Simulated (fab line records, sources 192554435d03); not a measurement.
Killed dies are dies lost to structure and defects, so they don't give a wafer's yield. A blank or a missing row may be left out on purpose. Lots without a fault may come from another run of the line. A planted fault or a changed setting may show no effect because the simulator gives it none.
fab line records | flow n5_finfet
record lots=11 wafers=33 last_day=19
route steps=1938 shown MIM_TOP@1834 MIM_TOP_ETCH@1851
lots that met no fault: from a run of the same line without faults
start_h: hours from the record's first day to the start of the lot's first wafer shown | wait_h: hours since the lot's step before | " the same as in the row above | L1.1+2: a row that stands for several wafers | - no value, or no start given | * or withheld: withheld | < > ~ a bound
route shown NAME@n: a module of which the file shows steps, and the number in the route of the first | usual: mean/standard deviation of fault-free wafers | same: alike in all rows | chamber/n: place in a boat | sites: the reading at each site | _std_site: their standard deviation | _edge_site: outer sites' mean less inner sites' | radius_mm: how far each site lies from the wafer's centre | mask NAME#n: copy n | behind: the tool/chamber that last shaped the wafer | hold: why the lot was held/for how many hours/how that ended | device: the transistor (n, p or np) that didn't switch | end of line: the same wafers' tests at the end of the route | a step without rows: its recipe alone | killed: dies lost to structure and defects at the first sort, not the wafer's yield | map: a wafer's dies, x killed, . not, _ none there
set.NAME: the setting as run; set.NAME@STEP: as run at that earlier step | model.NAME: the simulator's own value behind a step, which no gauge read
steps of the route over a sample of lots; a table a step, a row a wafer
services: from which hour (start_h, from the record's first day; less than 0 if before it) a tool's chamber was out of use, for how many hours, and why
## steps
# step N5_MIM_TOP_ALD_00
# recipe material=Al2O3 target_thk_a=* temp_c=withheld ald_precursor_family=TMA ald_co_reactant=O3 pulse_time_s=withheld purge_time_s=3 co_reactant_purge_time_s=withheld co_reactant_pulse_time_s=3 ald_cycles=withheld
# usual precursor_pulse_height_rel=0.999/0.023
# columns lot.wafer tool chamber start_h wait_h precursor_pulse_height_rel
L768.1 ald_hk-03 1 279.93 0.1 1.002
L768.4 " 2 " " 1.029
L768.6 " 2 " " 1.000
L770.2 ald_hk-02 2 295.79 0.1 0.962
L770.4 " 0 " " 1.011
L770.6 " 1 " " 0.983
L772.1 ald_hk-01 0 311.55 0.1 0.981
L772.3 " 3 " " 1.016
L772.5 " 0 " " 0.979
L773.1 ald_hk-03 0 319.87 0.1 1.012
L773.2 " 1 " " 1.009
L773.6 " 0 " " 0.979
L777.2 ald_hk-01 0 354.10 0.1 1.019
L777.5 " 1 " " 0.985
L777.6 " 2 " " 1.034
L776.2 ald_hk-02 0 354.50 0.1 0.984
L776.5 " 0 " " 1.004
L776.6 " 3 " " 1.041
L785.2 ald_hk-01 2 391.81 0.1 1.001
L785.3 " 1 " " 1.041
L785.4 " 3 " " 0.998
L787.2 ald_hk-03 1 406.62 0.1 1.013
L787.5 " 1 " " 0.975
L787.6 " 2 " " 0.965
L788.1 ald_hk-02 2 415.84 0.1 1.019
L788.2 " 0 " " 0.983
L788.5 " 1 " " 1.037
L786.3 ald_hk-02 0 418.97 0.1 0.969
L786.5 " 0 " " 1.011
L786.6 " 3 " " 1.007
L789.3 ald_hk-01 0 434.15 0.1 1.014
L789.4 " 3 " " 0.997
L789.5 " 2 " " 0.986
# step N5_MIM_TOP_ALD_02
# recipe material=Al2O3 target_thk_a=* temp_c=withheld ald_precursor_family=TMA ald_co_reactant=O3 pulse_time_s=withheld purge_time_s=3 co_reactant_purge_time_s=withheld co_reactant_pulse_time_s=3 ald_cycles=withheld
# usual precursor_pulse_height_rel=0.997/0.018
# columns lot.wafer tool chamber start_h wait_h precursor_pulse_height_rel
L768.1 ald_hk-03 1 - - 1.000
L768.4 " 2 " " 0.976
L768.6 " 2 " " 0.995
L770.2 ald_hk-02 2 - - 0.988
L770.4 " 0 " " 1.009
L770.6 " 1 " " 1.008
L772.1 ald_hk-01 0 - - 0.986
L772.3 " 3 " " 0.998
L772.5 " 0 " " 1.011
L773.1 ald_hk-03 0 - - 0.979
L773.2 " 1 " " 1.000
L773.6 " 0 " " 1.005
L777.2 ald_hk-01 0 - - 1.020
L777.5 " 1 " " 0.991
L777.6 " 2 " " 0.931
L776.2 ald_hk-02 0 - - 0.986
L776.5 " 0 " " 0.985
L776.6 " 3 " " 1.001
L785.2 ald_hk-01 2 - - 0.969
L785.3 " 1 " " 1.006
L785.4 " 3 " " 0.991
L787.2 ald_hk-03 1 - - 1.004
L787.5 " 1 " " 1.012
L787.6 " 2 " " 0.977
L788.1 ald_hk-02 2 - - 1.011
L788.2 " 0 " " 0.989
L788.5 " 1 " " 0.991
L786.3 ald_hk-02 0 - - 1.021
L786.5 " 0 " " 0.984
L786.6 " 3 " " 1.012
L789.3 ald_hk-01 0 - - 0.984
L789.4 " 3 " " 0.986
L789.5 " 2 " " 1.031
# step N5_MIM_TOP_ETCH_ETCH_00
# recipe chemistry=Cl2/BCl3 target=TiN target_depth_a=385 ion_energy_ev=150 pressure_mtorr=10 icp_w=1000 bias_w=126 Cl2_flow_sccm=53.25 bcl3_flow_sccm=21.75 Ar_flow_sccm=25
# usual bias_w=126.0/0.38 drypump_motor_current_A=5.7/0.62 oes_product_au=0.74/0.096 throttle_valve_pct=22.61/0.2
# columns lot.wafer tool chamber start_h wait_h bias_w drypump_motor_current_A oes_product_au rf_hours_counter_h throttle_valve_pct
L768.1 rie_metal-01 1 281.24 0.1 125.8 5.6 0.84 18 22.96
L768.4 " 1 " " 125.6 5.6 0.85 - 22.95
L768.6 " 1 " " 126.0 5.6 0.85 - 22.94
L770.2 rie_metal-03 1 298.17 0.1 126.0 5.2 0.63 107 22.67
L770.4 " 1 " " 126.5 5.2 0.63 - 22.67
L770.6 " 0 " " 126.2 5.0 0.68 - 22.46
L772.1 rie_metal-02 1 315.06 0.1 126.4 6.3 0.77 45 22.41
L772.3 " 1 " " 126.7 6.3 0.78 - 22.42
L772.5 " 1 " " 126.2 6.3 0.79 - 22.41
L773.1 rie_metal-01 0 321.32 0.1 125.7 6.2 0.72 61 22.70
L773.2 " 0 " " 126.0 6.2 0.73 - 22.69
L773.6 " 0 " " 125.9 6.3 0.72 - 22.71
L777.2 rie_metal-02 1 356.12 0.1 143.5 6.3 0.80 49 22.41
L777.5 " 1 " " 143.7 6.3 0.80 - 22.43
L777.6 " 0 " " 126.4 6.4 0.66 - 22.89
L776.2 rie_metal-02 0 358.93 0.1 126.3 6.4 0.67 82 22.89
L776.5 " 1 " " 144.9 6.3 0.79 - 22.41
L776.6 " 0 " " 126.4 6.4 0.66 - 22.90
L785.2 rie_metal-03 0 395.08 0.1 126.2 4.9 0.66 96 22.49
L785.3 " 1 " " 126.1 5.2 0.91 - 22.43
L785.4 " 0 " " 126.1 5.0 0.67 - 22.49
L787.2 rie_metal-02 0 408.21 0.1 126.1 6.4 0.65 87 22.90
L787.5 " 0 " " 126.0 6.4 0.65 - 22.91
L787.6 " 1 " " 126.3 6.3 0.75 - 22.45
L788.1 rie_metal-01 0 418.80 0.1 125.9 6.2 0.71 69 22.72
L788.2 " 1 " " 125.6 5.6 0.81 28 22.98
L788.5 " 0 " " 125.9 6.2 0.70 - 22.71
L786.3 rie_metal-03 0 420.22 0.1 125.5 5.0 0.66 - 22.51
L786.5 " 0 " " 125.6 5.0 0.66 - 22.49
L786.6 " 1 " " 125.1 5.2 0.89 - 22.43
L789.3 rie_metal-01 0 435.80 0.1 125.6 6.2 0.70 - 22.73
L789.4 " 1 " " 126.1 5.5 0.81 - 22.97
L789.5 " 0 " " 125.7 6.2 0.70 - 22.72
# step N5_MIM_TOP_ETCH_PECVD_03
# recipe material=SiNx target_thk_a=200 temp_c=400 precursor=SiH4/NH3/N2 pressure_torr=1.5 rf_w=300 time_s=17.6
# usual heater_power_w=724/80 showerhead_plenum_p_Torr=5.14/0.063 susceptor_temp_C=399.98/0.24 throttle_valve_pct=39.9/2.1
# columns lot.wafer tool chamber start_h wait_h heater_power_w showerhead_plenum_p_Torr susceptor_temp_C throttle_valve_pct
L768.1 pecvd-03 0 281.46 - 695 5.09 400.29 41.3
L768.4 " 2 " " 757 5.19 399.65 37.5
L768.6 " 0 " " 684 5.11 400.01 41.2
L770.2 pecvd-01 1 298.43 - 744 5.12 399.57 43.5
L770.4 " 1 " " 747 5.14 399.66 43.5
L770.6 " 0 " " 826 5.20 399.74 40.6
L772.1 pecvd-03 2 315.42 - 779 5.19 400.09 37.5
L772.3 " 0 " " 715 5.08 399.98 41.3
L772.5 " 1 " " 634 5.23 400.49 38.1
L773.1 pecvd-01 0 321.70 - 767 5.20 400.26 40.9
L773.2 " 1 " " 786 5.12 399.75 43.6
L773.6 " 0 " " 790 5.21 400.21 40.8
L777.2 pecvd-01 2 356.33 - 731 5.15 400.16 38.5
L777.5 " 1 " " 667 5.12 400.09 43.2
L777.6 " 2 " " 764 5.15 399.65 38.8
L776.2 pecvd-03 1 359.13 - 650 5.24 400.13 38.3
L776.5 " 0 " " 688 5.10 400.42 41.8
L776.6 " 1 " " 687 5.23 399.93 38.2
L785.2 pecvd-01 1 395.29 - 779 5.12 400.07 43.5
L785.3 " 0 " " 863 5.22 399.83 41.1
L785.4 " 2 " " 641 5.16 400.06 38.7
L787.2 pecvd-03 1 408.61 - 716 5.24 399.67 38.2
L787.5 " 1 " " 712 5.23 399.92 38.0
L787.6 " 2 " " 793 5.19 399.86 37.9
L788.1 pecvd-01 2 419.01 - 637 5.19 400.18 38.6
L788.2 " 1 " " 745 5.13 399.88 43.4
L788.5 " 1 " " 728 5.13 399.68 43.4
L786.3 pecvd-04 0 420.38 - 527 5.02 399.89 38.2
L786.5 " 1 " " 885 5.10 399.49 42.3
L786.6 " 2 " " 691 5.15 399.75 38.2
L789.3 pecvd-04 2 435.96 - 683 5.16 399.71 38.2
L789.4 " 1 " " 734 5.08 400.09 42.5
L789.5 " 0 " " 577 5.02 400.15 38.3
## services
# columns tool chamber start_h hours kind
rie_metal-02 0 263.05 10.3 repair
rie_metal-02 - 267.25 1.4 pm
ald_hk-03 - 268.97 6.0 pm
pecvd-03 - 270.84 0.9 repair
pecvd-03 2 277.64 2.1 scheduled_down
rie_metal-01 1 315.86 8.9 repair
pecvd-03 2 326.21 5.5 scheduled_down
pecvd-01 2 328.77 2.1 scheduled_down
rie_metal-03 1 332.44 - clean
rie_metal-03 1 332.44 16.0 scheduled_down
rie_metal-03 1 332.44 16.0 vent_cycle
pecvd-01 1 338.48 5.5 scheduled_down
ald_hk-03 - 354.04 2.8 pm
pecvd-04 2 359.90 5.5 scheduled_down
pecvd-01 1 365.72 2.1 scheduled_down
pecvd-01 0 380.40 5.5 scheduled_down
pecvd-03 - 392.12 5.5 pm
pecvd-04 - 393.50 14.6 pm
rie_metal-02 0 398.96 6.8 repair
pecvd-03 2 400.30 5.6 repair
pecvd-04 - 416.77 1.2 repair
rie_metal-03 0 427.77 - clean
rie_metal-03 0 427.77 16.9 scheduled_down
rie_metal-03 0 427.77 16.9 vent_cycle
## key
first_sign step=N5_MIM_TOP_ETCH_ETCH_00 reading=bias_w direction=up sigmas=47 usual=* struck=*
effect none on later readings
met_at N5_MIM_TOP_ETCH_ETCH_00
struck_lots L776,L777
struck_wafers L776.5,L777.2,L777.5
not_acting_at N5_MIM_TOP_ALD_00,N5_MIM_TOP_ALD_02,N5_MIM_TOP_ETCH_PECVD_03
onset_between 315.06 356.12
fault kind=process_parameter_drift tool=rie_metal-02 chamber=1 onset_h=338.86 steps=N5_MIM_TOP_ETCH_ETCH_00 channel=bias_w offset=* shape=step end_h=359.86 acts_in=* stated=*
